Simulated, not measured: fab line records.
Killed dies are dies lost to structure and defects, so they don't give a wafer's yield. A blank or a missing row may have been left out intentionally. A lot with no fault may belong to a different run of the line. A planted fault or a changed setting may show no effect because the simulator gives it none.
Which of the tools did it? + flow nand harc + 14 lots with 42 wafers sampled at 5 steps, on a route of 1159 steps

== WHAT THE GAUGES SHOWED, per wafer ==
NHARC_P_GATE_CD_MEAS_33. Usual: cd nm at 122 nm, with a standard deviation of 3.4.
| lot  | measured     | on        | cd nm (nm)  | flag |
|------|--------------|-----------|-------------|------|
| L894 | day 4 11:01  | cd sem-02 | 122 117 121 |      |
| L895 | day 5 02:43  | cd sem-03 | 122 124 120 |      |
| L896 | day 5 02:46  | cd sem-02 | 118 122 124 |      |
| L902 | day 6 14:59  | cd sem-01 | 121 118 116 |      |
| L904 | day 7 05:28  | cd sem-03 | 125 120 123 |      |
| L906 | day 7 22:25  | cd sem-01 | 117 118 115 |      |
| L909 | day 8 09:35  | cd sem-02 | 128 127 125 |      |
| L908 | day 8 09:50  | cd sem-02 | 122 125 121 |      |
| L910 | day 8 17:11  | cd sem-02 | 121 124 119 |      |
| L912 | day 9 05:32  | cd sem-03 | 126 119 119 |      |
| L914 | day 9 20:46  | cd sem-02 | 123 125 125 |      |
| L915 | day 10 01:19 | cd sem-02 | 127 120 121 |      |
| L916 | day 10 05:38 | cd sem-03 | 124 121 122 |      |
| L917 | day 10 05:47 | cd sem-03 | 119 119 119 |      |

NHARC_P_GATE_CD_MEAS_59: the cd target is 720 nm. Usual: cd nm at 718.9 nm, with a standard deviation of 2.1.
| lot  | measured     | on        | cd nm (nm)        | flag |
|------|--------------|-----------|-------------------|------|
| L894 | day 5 00:23  | cd sem-02 | 722.3 720.1 721.5 |      |
| L895 | day 5 15:12  | cd sem-02 | 719.3 721.2 721.7 |      |
| L896 | day 5 15:42  | cd sem-01 | 714.8 716.0 716.7 |      |
| L902 | day 7 03:41  | cd sem-03 | 724.6 723.6 723.2 |      |
| L904 | day 7 18:14  | cd sem-01 | 720.1 723.0 720.5 |      |
| L906 | day 8 11:13  | cd sem-01 | 723.6 722.9 719.3 |      |
| L909 | day 8 22:23  | cd sem-02 | 716.4 718.9 721.4 |      |
| L908 | day 9 00:41  | cd sem-03 | 719.6 716.5 715.5 |      |
| L910 | day 9 05:57  | cd sem-02 | 717.6 719.5 720.7 |      |
| L912 | day 9 18:01  | cd sem-02 | 721.1 722.1 720.0 |      |
| L914 | day 10 09:35 | cd sem-02 | 721.8 719.2 716.3 |      |
| L915 | day 10 14:05 | cd sem-01 | 717.1 719.5 714.6 |      |
| L916 | day 10 18:36 | cd sem-02 | 719.8 722.2 720.0 |      |
| L917 | day 10 18:53 | cd sem-02 | 718.1 716.7 721.3 |      |

NHARC_END_SORT_01. Usual: killed at array 25, standard deviation 7.8; killed at other 0.6, standard deviation 0.81; killed at periphery 3.3, standard deviation 2.2; killed dies 29, standard deviation 8.2; killed open 3.5, standard deviation 1.9; killed short 1.8, standard deviation 1.3.
| lot  | measured     | on        | killed at array | killed at other | killed at periphery | killed dies | killed open | killed short | flag |
|------|--------------|-----------|-----------------|-----------------|---------------------|-------------|-------------|--------------|------|
| L894 | day 19 03:14 | prober-02 | 22 23 24        | 0 0 0           | 4 3 4               | 26 26 28    | 2 4 4       | 0 1 2        |      |
| L902 | day 20 17:33 | prober-01 | 21 16 19        | 1 0 1           | 2 1 5               | 24 17 25    | 5 2 4       | 2 0 0        |      |
| L904 | day 21 11:03 | prober-01 | 29 29 26        | 0 0 2           | 6 4 4               | 35 33 32    | 5 6 2       | 0 1 5        |      |
| L906 | day 22 01:54 | prober-02 | 25 19 33        | 0 0 0           | 5 2 1               | 30 21 34    | 6 2 5       | 1 2 2        |      |
| L912 | day 23 13:16 | prober-02 | 21 22 23        | 1 0 0           | 2 2 1               | 24 24 24    | 4 3 3       | 1 1 2        |      |
| L916 | day 24 22:31 | prober-02 | 31 40 40        | 0 1 0           | 2 1 5               | 33 42 45    | 4 1 8       | 1 3 1        |      |

== WHAT TOOL EACH LOT RAN ON (gives the tool, then ch and the chambers of the sampled wafers, and finally the start) ==
| lot  | NHARC_P_GATE_STRIP_75                | NHARC_P_GATE_PEB_57               |
|------|--------------------------------------|-----------------------------------|
| L894 | plasma asher-01 ch 0,1, day 4 23:28  | litho track-05 ch 0, day 5 00:18  |
| L895 | plasma asher-01 ch 0,1, day 5 14:24  | litho track-03 ch 0, day 5 15:07  |
| L896 | plasma asher-01 ch 0,1, day 5 14:46  | litho track-02 ch 0, day 5 15:37  |
| L902 | plasma asher-02 ch 0,1, day 7 02:46  | litho track-03 ch 0, day 7 03:35  |
| L904 | plasma asher-01 ch 0,1, day 7 17:25  | litho track-03 ch 0, day 7 18:08  |
| L906 | plasma asher-02 ch 0,1, day 8 10:17  | litho track-03 ch 0, day 8 11:07  |
| L909 | plasma asher-01 ch 0,1, day 8 21:35  | litho track-02 ch 0, day 8 22:18  |
| L908 | plasma asher-01 ch 0,1, day 8 23:47  | litho track-02 ch 0, day 9 00:36  |
| L910 | plasma asher-01 ch 1, day 9 05:00    | litho track-05 ch 0, day 9 05:52  |
| L912 | plasma asher-01 ch 0,1, day 9 17:11  | litho track-05 ch 0, day 9 17:55  |
| L914 | plasma asher-02 ch 0,1, day 10 08:40 | litho track-02 ch 0, day 10 09:30 |
| L915 | plasma asher-02 ch 0,1, day 10 13:10 | litho track-02 ch 0, day 10 13:59 |
| L916 | plasma asher-02 ch 0,1, day 10 17:48 | litho track-03 ch 0, day 10 18:31 |
| L917 | plasma asher-01 ch 0,1, day 10 17:59 | litho track-03 ch 0, day 10 18:47 |
- NHARC_P_GATE_STRIP_75: strips in O2.
- NHARC_P_GATE_PEB_57: peb time 85 s.

== AS READ BY THE TOOLS THEMSELVES (means over the sampled wafers that have a number; for cases with no such wafer, the mark the record gives instead) ==
NHARC_P_GATE_STRIP_75. Usual: drypump motor current A 5.7 A, standard deviation 0.32; heater power w 354 W, standard deviation 35.
| lot  | tool            | drypump motor current A (A) | heater power w (W) | flag |
|------|-----------------|-----------------------------|--------------------|------|
| L894 | plasma asher-01 | 6.0                         | 336                |      |
| L895 | plasma asher-01 | 6.0                         | 347                |      |
| L896 | plasma asher-01 | 6.0                         | 345                |      |
| L902 | plasma asher-02 | 5.4                         | 347                |      |
| L904 | plasma asher-01 | 6.0                         | 349                |      |
| L906 | plasma asher-02 | 5.4                         | 345                |      |
| L909 | plasma asher-01 | 6.0                         | 371                |      |
| L908 | plasma asher-01 | 6.0                         | 373                |      |
| L910 | plasma asher-01 | 6.0                         | 319                |      |
| L912 | plasma asher-01 | 6.0                         | 348                |      |
| L914 | plasma asher-02 | 5.3                         | 341                |      |
| L915 | plasma asher-02 | 5.3                         | 343                |      |
| L916 | plasma asher-02 | 5.4                         | 356                |      |
| L917 | plasma asher-01 | 6.0                         | 346                |      |

NHARC_P_GATE_PEB_57. Usual: exhaust pa 44.9 Pa, standard deviation 0.97; heater power total W 163.91 W, standard deviation 0.26; plate temp C 117.95 C, standard deviation 0.13; resist line temp C 23.03 C, standard deviation 0.1.
| lot  | tool           | exhaust pa (Pa) | heater power total W (W) | plate temp C (C) | resist line temp C (C) | flag |
|------|----------------|-----------------|--------------------------|------------------|------------------------|------|
| L894 | litho track-05 | 45.3            | 164.12                   | 118.07           | 23.05                  |      |
| L895 | litho track-03 | 44.7            | 163.65                   | 117.99           | 23.05                  |      |
| L896 | litho track-02 | 45.1            | 164.04                   | 118.02           | 23.17                  |      |
| L902 | litho track-03 | 44.4            | 166.89                   | 119.93           | 22.98                  | OFF  |
| L904 | litho track-03 | 46.1            | 167.21                   | 119.71           | 23.10                  | OFF  |
| L906 | litho track-03 | 44.8            | 167.42                   | 119.74           | 22.97                  | OFF  |
| L909 | litho track-02 | 45.3            | 163.90                   | 117.91           | 23.03                  |      |
| L908 | litho track-02 | 44.5            | 163.85                   | 117.83           | 22.95                  |      |
| L910 | litho track-05 | 45.5            | 163.79                   | 117.78           | 22.90                  |      |
| L912 | litho track-05 | 43.9            | 163.68                   | 117.89           | 23.03                  |      |
| L914 | litho track-02 | 44.6            | 164.18                   | 117.97           | 23.14                  |      |
| L915 | litho track-02 | 44.9            | 164.14                   | 117.87           | 22.99                  |      |
| L916 | litho track-03 | 45.3            | 163.73                   | 118.00           | 23.04                  |      |
| L917 | litho track-03 | 44.4            | 163.86                   | 118.01           | 23.09                  |      |

== THE ANSWER, worked out from the rows above alone ==
Rule: a lot is off if the mean of its wafers that have a number lies more than 3 standard deviations from the usual mean. A lot without any number at a reading at which 4 lots or more have one is off too. Any other lot the step has rows for is counted as sound. The gauges are gone through in route order, then the tools' own readings, and for those a lot's mean is taken as printed above. The first step at which some lot is off is used, and at that step the reading that is off furthest; a lot without a number counts as furthest.
Off: L902, L904, L906 (NHARC_P_GATE_PEB_57, plate temp C).
If a tool, at that step or one of the process steps before it, ran each lot that is off and ran no sound lot following the first of them, it fits. No candidate that was tried fits.

== WHAT HAD BEEN PUT IN BY THE SIMULATOR ==
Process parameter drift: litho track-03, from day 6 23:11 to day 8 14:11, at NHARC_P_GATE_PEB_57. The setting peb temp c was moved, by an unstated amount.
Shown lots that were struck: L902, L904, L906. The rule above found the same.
